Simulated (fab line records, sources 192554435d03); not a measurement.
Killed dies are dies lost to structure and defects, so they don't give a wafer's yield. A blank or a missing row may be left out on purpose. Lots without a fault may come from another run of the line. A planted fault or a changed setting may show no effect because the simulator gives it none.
Split-lot experiment | flow n5_finfet | 7 lots, 39 wafers read, on a route of 1938 steps

THE SPLIT
At N5_MOL_CONTACT_COAG_ETCH_124 (etches SiNx in CH3F/O2, stops on SiOC, target depth 6.5 nm), the setting target_depth_a was moved away from the recipe's 65 angstrom on 6 of the 39 wafers read, by -46.9% to +38.0%. The other wafers ran this setting at the recipe's value.

The file shows no step between the split and the reading.

THE READING
SOC_of_MOL_CONTACT_COAG_COAT_62.thk_nm (the simulator's own value, which no gauge read), in nm, at N5_MOL_CONTACT_COAG_ETCH_48 (etches SiOC in C4F6/O2, target depth 15 nm, overetch 4.5 nm, time 17 s). The file gives no usual value for it. The 33 wafers here that ran the recipe average 45.8 nm, standard deviation 0.31 nm.

wafer  | tool, chamber at the split | target_depth_a as run, angstrom | against the recipe | SOC_of_MOL_CONTACT_COAG_COAT_62.thk_nm, nm | against lot-mates on the recipe
L084.1 | rie_diel-04, 3             | 65                              | recipe             | 46                                         | -
L084.6 | rie_diel-04, 1             | 65                              | recipe             | 46                                         | -
L084.2 | rie_diel-04, 1,0           | 89.73                           | +38.0%             | 44.8                                       | -1.3
L084.3 | rie_diel-04, 2             | 89.73                           | +38.0%             | 44.8                                       | -1.3
L084.4 | rie_diel-04, 1,0           | 89.73                           | +38.0%             | 45                                         | -1.1
L084.5 | rie_diel-04, 0             | 65                              | recipe             | 46.4                                       | -
L085.3 | rie_diel-04, 3,1           | 65                              | recipe             | 45.8                                       | -
L085.6 | rie_diel-04, 3,1           | 65                              | recipe             | 45.8                                       | -
L085.4 | rie_diel-04, 0             | 65                              | recipe             | 46                                         | -
L089.1 | rie_diel-04, 0             | 65                              | recipe             | 46.2                                       | -
L089.6 | rie_diel-04, 0             | 65                              | recipe             | 46.2                                       | -
L089.2 | rie_diel-04, 3             | 65                              | recipe             | 45.8                                       | -
L089.4 | rie_diel-04, 2,1,1         | 65                              | recipe             | 45.8                                       | -
L089.5 | rie_diel-04, 2,1,1         | 65                              | recipe             | 45.8                                       | -
L089.3 | rie_diel-04, 2,1,1         | 65                              | recipe             | 45.6                                       | -
L090.1 | rie_diel-04, 3,1,0         | 65                              | recipe             | 45.4                                       | -
L090.2 | rie_diel-04, 3,1,0         | 65                              | recipe             | 45.4                                       | -
L090.5 | rie_diel-04, 2,3           | 65                              | recipe             | 45.4                                       | -
L090.3 | rie_diel-04, 2,3           | 65                              | recipe             | 45.2                                       | -
L090.4 | rie_diel-04, 3,1,0         | 65                              | recipe             | 45.6                                       | -
L090.6 | rie_diel-04, 0             | 65                              | recipe             | 45.6                                       | -
L091.1 | rie_diel-01, 1,0,2,2,3     | 65                              | recipe             | 45.6                                       | -
L091.3 | rie_diel-01, 3             | 65                              | recipe             | 45.6                                       | -
L091.4 | rie_diel-01, 1,0,2,2,3     | 65                              | recipe             | 45.6                                       | -
L091.5 | rie_diel-01, 1,0,2,2,3     | 65                              | recipe             | 45.6                                       | -
L091.6 | rie_diel-01, 1,0,2,2,3     | 65                              | recipe             | 45.6                                       | -
L091.2 | rie_diel-01, 1,0,2,2,3     | 65                              | recipe             | 45.4                                       | -
L095.1 | rie_diel-02, 0,1,0         | 65                              | recipe             | 45.8                                       | -
L095.4 | rie_diel-02, 1             | 65                              | recipe             | 45.8                                       | -
L095.2 | rie_diel-02, 0,1,0         | 65                              | recipe             | 46                                         | -
L095.6 | rie_diel-02, 0,1,0         | 65                              | recipe             | 46                                         | -
L095.3 | rie_diel-02, 3             | 65                              | recipe             | 46.4                                       | -
L095.5 | rie_diel-02, 3             | 65                              | recipe             | 46.4                                       | -
L097.1 | rie_diel-02, 3             | 34.5                            | -46.9%             | 47.8                                       | +1.8
L097.2 | rie_diel-02, 2             | 34.5                            | -46.9%             | 47.6                                       | +1.6
L097.3 | rie_diel-02, 1,2           | 65                              | recipe             | 46                                         | -
L097.4 | rie_diel-02, 0             | 65                              | recipe             | 45.8                                       | -
L097.5 | rie_diel-02, 3             | 34.5                            | -46.9%             | 48                                         | +2.0
L097.6 | rie_diel-02, 1,2           | 65                              | recipe             | 46.2                                       | -
Where a row lists several chambers, the file gives one row for several wafers and doesn't say which wafer went through which chamber.

THE FIT
A straight line over all 39 wafers: SOC_of_MOL_CONTACT_COAG_COAT_62.thk_nm changes by -0.0353 nm for each +1% of target_depth_a; r = -0.88; the points scatter about the line by 0.32 nm.
The same after taking each lot's own level away (the mean of its wafers on the recipe; 39 wafers): -0.0363 nm for each +1%; r = -0.96; scatter 0.18 nm.
On that fit, the largest move of target_depth_a shifts the reading by 1.7 nm.
The lots' own levels span 45.43 to 46.13 nm, that is 2.3 times the standard deviation above.
So the lot-to-lot level changes the slope little: the two slopes agree.
Check: with one of the wafers moved furthest among these (-46.9%) left out of the fit, the line predicts +1.7 nm for it against its lot-mates. It came out at +1.8 nm against them.

THE WHOLE CHAIN: every reading that the file lists as answering this split, in the file's order
step                         | what it does                                                           | reading                                                                                 | change (the file's fit)                | r (the file's)
N5_MOL_CONTACT_COAG_ETCH_124 | etches SiNx in CH3F/O2, stops on SiOC, target depth 6.5 nm             | SOC_of_MOL_CONTACT_COAG_COAT_62.thk_nm (the simulator's own value, which no gauge read) | -0.0353 nm for each +1% of the setting | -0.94
N5_MOL_CONTACT_COAG_ETCH_48  | etches SiOC in C4F6/O2, target depth 15 nm, overetch 4.5 nm, time 17 s | SOC_of_MOL_CONTACT_COAG_COAT_62.thk_nm (the simulator's own value, which no gauge read) | -0.0364 nm for each +1% of the setting | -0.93

THE FILE'S OWN FIT
SOC_of_MOL_CONTACT_COAG_COAT_62.thk_nm changes by -0.0364 nm for each +1% of target_depth_a, r = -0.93.
